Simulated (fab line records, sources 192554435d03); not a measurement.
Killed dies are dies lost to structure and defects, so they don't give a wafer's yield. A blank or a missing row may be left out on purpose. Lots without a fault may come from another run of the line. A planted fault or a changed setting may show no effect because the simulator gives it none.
Which tool did it? | flow n5_finfet | 24 lots, 72 wafers sampled, at 5 steps of a route of 1938

WHAT THE GAUGES READ, wafer by wafer
N5_BEOL_M1_CD_MEAS_18: pitch 36 nm, target cd 18 nm. Usual: cd_nm 17.9 nm, standard deviation 0.36.
lot  | measured     | on        | cd_nm (nm)     | flag
L074 | day 6 02:04  | cd_sem-01 | 18.3 18.2 17.9 |
L075 | day 6 16:48  | cd_sem-03 | 17.5 17.7 17.8 |
L076 | day 6 17:48  | cd_sem-03 | 18.3 17.8 17.8 |
L077 | day 6 23:33  | cd_sem-03 | 17.5 17.9 17.4 |
L078 | day 7 04:29  | cd_sem-01 | 18.5 18.1 18.3 |
L079 | day 7 13:32  | cd_sem-02 | 17.5 18.3 17.4 |
L080 | day 7 20:47  | cd_sem-02 | 19.2 18.6 18.4 |
L081 | day 8 05:29  | cd_sem-01 | 18.0 17.7 17.5 |
L082 | day 8 11:56  | cd_sem-02 | 18.1 18.1 17.7 |
L083 | day 8 15:00  | cd_sem-02 | 18.1 18.4 17.8 |
L084 | day 8 20:37  | cd_sem-03 | 17.5 18.2 18.0 |
L085 | day 9 03:19  | cd_sem-01 | 18.0 18.2 17.9 |
L086 | day 9 06:30  | cd_sem-01 | 17.8 18.0 18.0 |
L087 | day 9 10:23  | cd_sem-02 | 17.3 17.8 17.9 |
L088 | day 9 18:13  | cd_sem-03 | 17.9 17.8 18.1 |
L089 | day 9 21:03  | cd_sem-01 | 17.9 17.7 17.9 |
L090 | day 9 23:39  | cd_sem-03 | 18.0 17.5 17.7 |
L091 | day 10 03:57 | cd_sem-03 | 17.3 18.2 17.7 |
L092 | day 10 09:56 | cd_sem-01 | 17.9 17.8 17.8 |
L093 | day 11 00:29 | cd_sem-03 | 17.8 17.0 17.4 |
L094 | day 11 08:48 | cd_sem-02 | 18.1 17.8 17.8 |
L095 | day 11 15:56 | cd_sem-03 | 18.4 18.2 17.7 |
L096 | day 11 16:04 | cd_sem-03 | 18.2 17.4 18.0 |
L097 | day 11 16:19 | cd_sem-01 | 17.6 17.7 18.0 |

WHICH TOOL RAN EACH LOT (tool, then ch and the chambers of the sampled wafers, then the start)
lot  | N5_BEOL_M0_STRIP_140               | N5_BEOL_M0_STRIP_104               | N5_BEOL_M0_SURFACE_TREAT_137 | N5_BEOL_M0_DEP_125
L074 | rie_diel-01 ch 0,1,3, day 5 18:57  | rie_diel-01 ch 0,1,3, day 5 18:58  | pvd_sputter-01, day 5 20:11  | pecvd-03 ch 0,1, day 5 22:38
L075 | rie_diel-03 ch 2,3, day 6 08:22    | rie_diel-03 ch 2,3, day 6 08:23    | pvd_sputter-01, day 6 10:21  | pecvd-02 ch 1,2, day 6 12:15
L076 | rie_diel-04 ch 1,3, day 6 10:34    | rie_diel-04 ch 1,3, day 6 10:35    | pvd_sputter-03, day 6 11:49  | pecvd-04 ch 0,1,2, day 6 16:29
L077 | rie_diel-04 ch 0,2, day 6 18:44    | rie_diel-04 ch 0,2, day 6 18:45    | pvd_sputter-03, day 6 20:07  | pecvd-02 ch 0,1,2, day 6 21:52
L078 | rie_diel-01 ch 1,2, day 6 19:01    | rie_diel-01 ch 1,2, day 6 19:02    | pvd_sputter-02, day 6 21:47  | pecvd-03 ch 1,2, day 6 23:37
L079 | rie_diel-01 ch 1,2,3, day 7 06:41  | rie_diel-01 ch 1,2,3, day 7 06:43  | pvd_sputter-02, day 7 09:32  | pecvd-02 ch 0,1,2, day 7 11:40
L080 | rie_diel-01 ch 0,2,3, day 7 11:39  | rie_diel-01 ch 0,2,3, day 7 11:40  | pvd_sputter-01, day 7 15:37  | pecvd-02 ch 0,1,2, day 7 17:10
L081 | rie_diel-01 ch 1,2, day 7 23:23    | rie_diel-01 ch 1,2, day 7 23:25    | pvd_sputter-02, day 8 00:45  | pecvd-04 ch 0,1,2, day 8 02:23
L082 | rie_diel-04 ch 0,2,3, day 8 04:36  | rie_diel-04 ch 0,2,3, day 8 04:37  | pvd_sputter-01, day 8 08:23  | pecvd-02 ch 0,1,2, day 8 10:01
L083 | rie_diel-03 ch 1,2,3, day 8 07:08  | rie_diel-03 ch 1,2,3, day 8 07:09  | pvd_sputter-01, day 8 09:16  | pecvd-02 ch 0,1, day 8 11:08
L084 | rie_diel-04 ch 1,2,3, day 8 13:39  | rie_diel-04 ch 1,2,3, day 8 13:40  | pvd_sputter-01, day 8 15:37  | pecvd-03 ch 0,1,2, day 8 18:25
L085 | rie_diel-04 ch 0,3, day 8 19:01    | rie_diel-04 ch 0,3, day 8 19:02    | pvd_sputter-03, day 8 21:10  | pecvd-02 ch 1,2, day 9 00:13
L086 | rie_diel-03 ch 0,2,3, day 8 22:37  | rie_diel-03 ch 0,2,3, day 8 22:38  | pvd_sputter-03, day 9 00:07  | pecvd-02 ch 1,2, day 9 03:36
L087 | rie_diel-01 ch 1,2,3, day 9 02:11  | rie_diel-01 ch 0,2,3, day 9 02:13  | pvd_sputter-02, day 9 04:34  | pecvd-03 ch 0,1, day 9 06:38
L088 | rie_diel-03 ch 1,3, day 9 12:52    | rie_diel-03 ch 1,3, day 9 12:53    | pvd_sputter-02, day 9 14:51  | pecvd-02 ch 0,1, day 9 16:48
L089 | rie_diel-04 ch 0,3, day 9 15:47    | rie_diel-04 ch 0,3, day 9 15:49    | pvd_sputter-03, day 9 17:33  | pecvd-04 ch 0,2, day 9 19:20
L090 | rie_diel-04 ch 2,3, day 9 18:02    | rie_diel-04 ch 2,3, day 9 18:04    | pvd_sputter-01, day 9 19:58  | pecvd-04 ch 0,1, day 9 21:40
L091 | rie_diel-04 ch 0,2, day 9 21:58    | rie_diel-04 ch 0,2, day 9 21:59    | pvd_sputter-02, day 10 00:29 | pecvd-03 ch 0,2, day 10 02:06
L092 | rie_diel-03 ch 0,2,3, day 10 03:59 | rie_diel-03 ch 0,2,3, day 10 04:01 | pvd_sputter-03, day 10 05:37 | pecvd-04 ch 0,1,2, day 10 07:17
L093 | rie_diel-04 ch 1,2,3, day 10 15:05 | rie_diel-04 ch 1,2,3, day 10 15:06 | pvd_sputter-01, day 10 18:55 | pecvd-04 ch 0,1,2, day 10 20:40
L094 | rie_diel-01 ch 0,1, day 11 00:59   | rie_diel-01 ch 0,1, day 11 01:00   | pvd_sputter-02, day 11 02:22 | pecvd-02 ch 0,1,2, day 11 04:01
L095 | rie_diel-01 ch 0,3, day 11 07:43   | rie_diel-01 ch 0,3, day 11 07:44   | pvd_sputter-02, day 11 09:23 | pecvd-02 ch 1,2, day 11 11:40
L096 | rie_diel-01 ch 0,3, day 11 08:44   | rie_diel-01 ch 0,3, day 11 08:45   | pvd_sputter-01, day 11 09:46 | pecvd-02 ch 1,2, day 11 11:56
L097 | rie_diel-03 ch 1,2, day 11 08:59   | rie_diel-03 ch 1,2, day 11 09:01   | pvd_sputter-01, day 11 10:35 | pecvd-03 ch 0,1,2, day 11 12:11
- N5_BEOL_M0_STRIP_140: strips in CF4.
- N5_BEOL_M0_STRIP_104: strips in N2/H2.
- N5_BEOL_M0_SURFACE_TREAT_137
- N5_BEOL_M0_DEP_125: deposits SiCN from 3MS/NH3, target thk 8 nm, time 14 s.

WHAT THE TOOLS THEMSELVES READ (means of the sampled wafers that have a number; where no wafer has one, the mark that the record gives instead)
N5_BEOL_M0_STRIP_140. Usual: drypump_motor_current_A 5.48 A, standard deviation 0.27; oes_product_au 0.77 a.u., standard deviation 0.092; rf_vpp_V 270.7 V, standard deviation 1.7; showerhead_plenum_p_Torr 1.78 Torr, standard deviation 0.056; throttle_valve_pct 13.52 %, standard deviation 0.22.
lot  | tool        | drypump_motor_current_A (A) | oes_product_au (a.u.) | rf_vpp_V (V) | showerhead_plenum_p_Torr (Torr) | throttle_valve_pct (%) | flag
L074 | rie_diel-01 | 5.42                        | 0.79                  | 270.1        | 1.77                            | 13.47                  |
L075 | rie_diel-03 | 5.26                        | 0.90                  | 271.8        | 1.85                            | 13.40                  |
L076 | rie_diel-04 | 5.68                        | 0.74                  | 269.3        | 1.74                            | 13.59                  |
L077 | rie_diel-04 | 5.49                        | 0.71                  | 270.2        | 1.78                            | 13.57                  |
L078 | rie_diel-01 | 5.72                        | 0.73                  | 268.6        | 1.72                            | 13.70                  |
L079 | rie_diel-01 | 5.54                        | 0.78                  | 268.9        | 1.73                            | 13.56                  |
L080 | rie_diel-01 | 5.45                        | 0.78                  | 270.9        | 1.77                            | 13.56                  |
L081 | rie_diel-01 | 5.72                        | 0.71                  | 269.7        | 1.71                            | 13.73                  |
L082 | rie_diel-04 | 5.38                        | 0.71                  | 271.4        | 1.78                            | 13.61                  |
L083 | rie_diel-03 | 5.39                        | 0.80                  | 273.1        | 1.86                            | 13.59                  |
L084 | rie_diel-04 | 5.50                        | 0.71                  | 271.1        | 1.76                            | 13.65                  |
L085 | rie_diel-04 | 5.42                        | 0.72                  | 271.8        | 1.77                            | 13.58                  |
L086 | rie_diel-03 | 5.40                        | 0.87                  | 272.0        | 1.85                            | 13.28                  |
L087 | rie_diel-01 | 5.55                        | 0.75                  | 270.1        | 1.72                            | 13.60                  |
L088 | rie_diel-03 | 5.72                        | 0.71                  | 272.6        | 1.83                            | 13.75                  |
L089 | rie_diel-04 | 5.32                        | 0.72                  | 271.3        | 1.78                            | 13.61                  |
L090 | rie_diel-04 | 5.26                        | 0.79                  | 271.0        | 1.78                            | 13.45                  |
L091 | rie_diel-04 | 5.47                        | 0.78                  | 269.7        | 1.77                            | 13.46                  |
L092 | rie_diel-03 | 5.39                        | 0.85                  | 271.8        | 1.84                            | 13.30                  |
L093 | rie_diel-04 | 5.50                        | 0.78                  | 269.9        | 1.75                            | 13.49                  |
L094 | rie_diel-01 | 5.44                        | 0.68                  | 271.5        | 1.79                            | 13.67                  |
L095 | rie_diel-01 | 5.28                        | 0.74                  | 271.7        | 1.80                            | 13.60                  |
L096 | rie_diel-01 | 5.29                        | 0.79                  | 272.4        | 1.77                            | 13.51                  |
L097 | rie_diel-03 | 5.25                        | 0.90                  | 272.6        | 1.88                            | 13.46                  |

N5_BEOL_M0_STRIP_104. Usual: drypump_motor_current_A 5.48 A, standard deviation 0.27; n2_flow_sccm 200.1 sccm, standard deviation 0.57; oes_product_au 0.78 a.u., standard deviation 0.1; rf_vpp_V 59.0 V, standard deviation 1.6; showerhead_plenum_p_Torr 2.52 Torr, standard deviation 0.089; throttle_valve_pct 23.5 %, standard deviation 0.32.
lot  | tool        | drypump_motor_current_A (A) | n2_flow_sccm (sccm) | oes_product_au (a.u.) | rf_vpp_V (V) | showerhead_plenum_p_Torr (Torr) | throttle_valve_pct (%) | flag
L074 | rie_diel-01 | 5.42                        | 200.4               | 0.79                  | 59.4         | 2.51                            | 23.4                   |
L075 | rie_diel-03 | 5.27                        | 200.3               | 0.92                  | 60.2         | 2.63                            | 23.7                   |
L076 | rie_diel-04 | 5.71                        | 200.2               | 0.75                  | 60.4         | 2.46                            | 23.5                   |
L077 | rie_diel-04 | 5.50                        | 200.6               | 0.71                  | 60.2         | 2.51                            | 23.7                   |
L078 | rie_diel-01 | 5.73                        | 200.1               | 0.72                  | 58.8         | 2.41                            | 23.5                   |
L079 | rie_diel-01 | 5.56                        | 200.8               | 0.78                  | 58.1         | 2.43                            | 23.4                   |
L080 | rie_diel-01 | 5.46                        | 200.2               | 0.79                  | 57.7         | 2.51                            | 23.4                   |
L081 | rie_diel-01 | 5.72                        | 200.0               | 0.71                  | 57.4         | 2.41                            | 23.5                   |
L082 | rie_diel-04 | 5.39                        | 200.1               | 0.71                  | 57.8         | 2.52                            | 23.7                   |
L083 | rie_diel-03 | 5.42                        | 200.8               | 0.82                  | 59.3         | 2.63                            | 23.8                   |
L084 | rie_diel-04 | 5.53                        | 199.6               | 0.71                  | 57.6         | 2.48                            | 23.5                   |
L085 | rie_diel-04 | 5.44                        | 200.0               | 0.72                  | 59.4         | 2.53                            | 23.9                   |
L086 | rie_diel-03 | 5.40                        | 201.0               | 0.90                  | 59.6         | 2.63                            | 23.6                   |
L087 | rie_diel-01 | 5.46                        | 199.7               | 0.77                  | 59.3         | 2.50                            | 23.5                   |
L088 | rie_diel-03 | 5.71                        | 200.2               | 0.72                  | 61.2         | 2.60                            | 23.8                   |
L089 | rie_diel-04 | 5.33                        | 199.7               | 0.72                  | 57.8         | 2.53                            | 23.9                   |
L090 | rie_diel-04 | 5.29                        | 200.2               | 0.81                  | 58.7         | 2.52                            | 23.5                   |
L091 | rie_diel-04 | 5.49                        | 199.9               | 0.80                  | 57.4         | 2.50                            | 23.6                   |
L092 | rie_diel-03 | 5.40                        | 200.4               | 0.88                  | 59.8         | 2.62                            | 23.6                   |
L093 | rie_diel-04 | 5.52                        | 199.9               | 0.80                  | 57.9         | 2.48                            | 23.4                   |
L094 | rie_diel-01 | 5.45                        | 200.0               | 0.68                  | 59.5         | 2.54                            | 23.7                   |
L095 | rie_diel-01 | 5.32                        | 200.2               | 0.74                  | 59.4         | 2.56                            | 23.6                   |
L096 | rie_diel-01 | 5.29                        | 199.8               | 0.80                  | 60.3         | 2.51                            | 23.3                   |
L097 | rie_diel-03 | 5.26                        | 200.1               | 0.91                  | 60.9         | 2.66                            | 23.8                   |

N5_BEOL_M0_DEP_125. Usual: showerhead_plenum_p_Torr 3.657 Torr, standard deviation 0.012; throttle_valve_pct 9.1 %, standard deviation 0.3.
lot  | tool     | showerhead_plenum_p_Torr (Torr) | throttle_valve_pct (%) | flag
L074 | pecvd-03 | 3.668                           | 9.5                    |
L075 | pecvd-02 | 3.658                           | 8.9                    |
L076 | pecvd-04 | 3.650                           | 9.1                    |
L077 | pecvd-02 | 3.661                           | 9.2                    |
L078 | pecvd-03 | 3.670                           | 9.0                    |
L079 | pecvd-02 | 3.658                           | 9.0                    |
L080 | pecvd-02 | 3.658                           | 9.1                    |
L081 | pecvd-04 | 3.648                           | 9.1                    |
L082 | pecvd-02 | 3.663                           | 9.0                    |
L083 | pecvd-02 | 3.659                           | 8.9                    |
L084 | pecvd-03 | 3.665                           | 9.1                    |
L085 | pecvd-02 | 3.662                           | 9.0                    |
L086 | pecvd-02 | 3.658                           | 9.0                    |
L087 | pecvd-03 | 3.666                           | 9.5                    |
L088 | pecvd-02 | 3.663                           | 9.1                    |
L089 | pecvd-04 | 3.645                           | 9.3                    |
L090 | pecvd-04 | 3.637                           | 9.1                    |
L091 | pecvd-03 | 3.664                           | 8.9                    |
L092 | pecvd-04 | 3.647                           | 9.3                    |
L093 | pecvd-04 | 3.650                           | 9.1                    |
L094 | pecvd-02 | 3.653                           | 8.8                    |
L095 | pecvd-02 | 3.658                           | 8.6                    |
L096 | pecvd-02 | 3.654                           | 8.8                    |
L097 | pecvd-03 | 3.663                           | 9.4                    |

THE ANSWER, worked out from the rows above alone
Rule: a lot is off if the mean of its wafers that have a number lies more than 3 standard deviations from the usual mean. A lot without any number at a reading at which 4 lots or more have one is off too. The other lots that the step has rows for count as sound. The gauges are gone through in route order, then the tools' own readings, and for those a lot's mean is taken as printed above. The first step at which some lot is off is used, and at that step the reading that is off furthest; a lot without a number counts as furthest.
No lot is off at any reading shown: from this, nothing can be told.

WHAT THE SIMULATOR HAD PUT IN
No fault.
